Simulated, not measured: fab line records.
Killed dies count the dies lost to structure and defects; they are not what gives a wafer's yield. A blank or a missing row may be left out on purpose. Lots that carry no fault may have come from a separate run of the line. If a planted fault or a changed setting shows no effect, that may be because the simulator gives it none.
Chamber matching :: flow n5-finfet :: N5_GATE_CUT_SAC_CAP_01 on ald-sin-02: 4 sister chambers
The step material SiNx, target thk 24 nm, pulse time 1 s, ald cycles 480. 8 wafers are shown with their chamber, then 7 later ones without.

== EACH WAFER AND ITS CHAMBER ==
wafer: L074.6
chamber: 3
heater-power-w (W): 804
precursor-pulse-height-rel: 0.962

wafer: L075.4
chamber: 3
heater-power-w (W): 802
precursor-pulse-height-rel: 1.015

wafer: L076.2
chamber: 2
heater-power-w (W): 841
precursor-pulse-height-rel: 0.999

wafer: L076.4
chamber: 0
heater-power-w (W): 824
precursor-pulse-height-rel: 0.965

wafer: L078.1
chamber: 2
heater-power-w (W): 852
precursor-pulse-height-rel: 1.022

wafer: L078.3
chamber: 0
heater-power-w (W): 844
precursor-pulse-height-rel: 0.952

wafer: L081.3
chamber: 1
heater-power-w (W): 976
precursor-pulse-height-rel: 1.028

wafer: L081.5
chamber: 1
heater-power-w (W): 963
precursor-pulse-height-rel: 1.007

== WAFERS WHOSE CHAMBER IS MISSING ==
wafer: L081.6
heater-power-w (W): 838
precursor-pulse-height-rel: 1.007

wafer: L087.1
heater-power-w (W): 802
precursor-pulse-height-rel: 1.008

wafer: L087.3
heater-power-w (W): 966
precursor-pulse-height-rel: 1.036

wafer: L087.4
heater-power-w (W): 861
precursor-pulse-height-rel: 0.981

wafer: L094.3
heater-power-w (W): 1004
precursor-pulse-height-rel: 0.965

wafer: L094.5
heater-power-w (W): 824
precursor-pulse-height-rel: 0.989

wafer: L094.6
heater-power-w (W): 803
precursor-pulse-height-rel: 1.009

== EACH ONE'S CHAMBER ==
wafer: L081.6
from the rows above: can't be placed: 2 or 0
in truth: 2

wafer: L087.1
from the rows above: 3
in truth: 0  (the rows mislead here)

wafer: L087.3
from the rows above: 1
in truth: 1

wafer: L087.4
from the rows above: can't be placed: 2 or 0
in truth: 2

wafer: L094.3
from the rows above: 1
in truth: 1

wafer: L094.5
from the rows above: can't be placed: 0 or 3 or 2
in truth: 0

wafer: L094.6
from the rows above: 3
in truth: 3
3 of 7 placed correctly. From these rows, 3 cannot be placed; in 3 the true chamber is one of the candidates. 1 placed wrongly.
How it was worked out, from the rows above alone: a wafer's distance from a chamber is the root of the sum, over the readings, of the square of ((its reading less the chamber's mean) divided by the reading's scatter). If the next closest chamber is less than 2 further off than the closest, the wafer can't be placed; otherwise it belongs to the closest. A chamber's mean is the mean of its shown wafers. How the scatter is found: for the shown wafers, subtract from each reading the mean of its chamber, square and add these, divide the total by (wafers less chambers), then take the root.
